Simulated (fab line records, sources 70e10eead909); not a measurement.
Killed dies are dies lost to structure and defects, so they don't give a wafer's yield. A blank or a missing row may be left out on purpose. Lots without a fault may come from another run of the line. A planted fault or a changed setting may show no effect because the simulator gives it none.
A struck lot beside a sound one | flow nand_harc | 15 steps out of a route of 1302
Sound: wafers L507.2, L507.4, L507.6. Struck: wafers L513.2, L513.3, L513.5. The cause comes at the end.
At each step with rows: each side's tool, then ch and its chambers, then its first start. Under that, the readings that differ: sound wafers | struck wafers | difference of the means | sigmas: that difference in standard deviations of wafers without a fault.
alike: readings whose means differ by less than 2 such deviations, and words and numbers that are the same on both sides. not compared: withheld readings, readings that some wafer has no value for, bounds like >300 that may hide the same value, and numbers for which the record gives no deviation and whose values overlap.
The two part at a step that has a row with sigmas, a row that says differs or no value, or rows on one side only. Numbers that don't overlap but have no deviation are shown without sigmas and don't part them. A reading that every wafer of one side lacks parts them only if that side has two wafers or more.

first, 1 step without rows for these wafers: NHARC_A_ONON_D1_DEP_00 (target thk 1000 nm).
NHARC_A_ONON_D1_THK_MEAS_02: measures by ellipsometry.
  sound on film_metro-01, day 13 11:32; struck on film_metro-02, day 15 14:04
  reading     | sound          | struck      | difference | sigmas
  thk_nm (nm) | 1002 1005 1005 | 980 981 980 | -24        | -2
then, 1 step without rows for these wafers: NHARC_A_ONON_D1_DEP_03 (target thk 1000 nm).
NHARC_A_ONON_D1_THK_MEAS_05: measures by ellipsometry.
  sound on film_metro-01, day 13 12:06; struck on film_metro-02, day 15 14:38
  alike: thk_nm
then, 1 step without rows for these wafers: NHARC_A_ONON_D1_DEP_06 (target thk 1000 nm).
NHARC_A_ONON_D1_THK_MEAS_08: measures by ellipsometry.
  sound on film_metro-01, day 13 12:40; struck on film_metro-02, day 15 15:12
  alike: thk_nm
then, 1 step without rows for these wafers: NHARC_A_ONON_D1_DEP_09 (target thk 1000 nm).
NHARC_A_ONON_D1_THK_MEAS_11: measures by ellipsometry.
  sound on film_metro-02, day 13 13:14; struck on film_metro-01, day 15 15:46
  alike: thk_nm
then, 1 step without rows for these wafers: NHARC_A_ONON_D1_DEP_12 (target thk 1000 nm).
NHARC_A_ONON_D1_THK_MEAS_14: measures by ellipsometry.
  sound on film_metro-02, day 13 13:49; struck on film_metro-02, day 15 16:20
  alike: thk_nm
then, 1 step without rows for these wafers: NHARC_A_ONON_D1_ANNEAL_15 (time 3600 s).
NHARC_A_ONON_D1_DEP_16: target thk 1000 nm.
  sound on pecvd_onon-04 ch 0, day 13 21:10; struck on pecvd_onon-01 ch 0, day 15 23:41
  alike: nh3_flow_sccm
NHARC_A_ONON_D1_THK_MEAS_18: measures by ellipsometry.
  sound on film_metro-02, day 13 21:37; struck on film_metro-01, day 16 00:08
  reading     | sound          | struck         | difference | sigmas
  thk_nm (nm) | 1019 1017 1017 | 1515 1520 1518 | +500       | +50
then, 1 step without rows for these wafers: NHARC_A_ONON_D1_DEP_19 (target thk 1000 nm).
-- the record jumps here: 16 days lie between the struck wafers' starts before and after (it left off in module A_ONON_D1 and takes up again in module END, whose first step shown is number 1302 of the route) --
NHARC_END_SORT_01:
  sound on prober-01 ch 0, day 30 13:52; struck on prober-01 ch 0, day 32 09:40
  reading         | sound | struck      | difference | sigmas
  killed_at_array | 51    | 676 672 671 | +622       | +35
  killed_dies     | 53    | 677 677 677 | +624       | +35
  alike: killed_at_other, killed_at_periphery, killed_open, killed_short

WHERE THEY PART
First at NHARC_A_ONON_D1_THK_MEAS_02; last, within this record, at NHARC_END_SORT_01.

WHY: what the simulator had put in
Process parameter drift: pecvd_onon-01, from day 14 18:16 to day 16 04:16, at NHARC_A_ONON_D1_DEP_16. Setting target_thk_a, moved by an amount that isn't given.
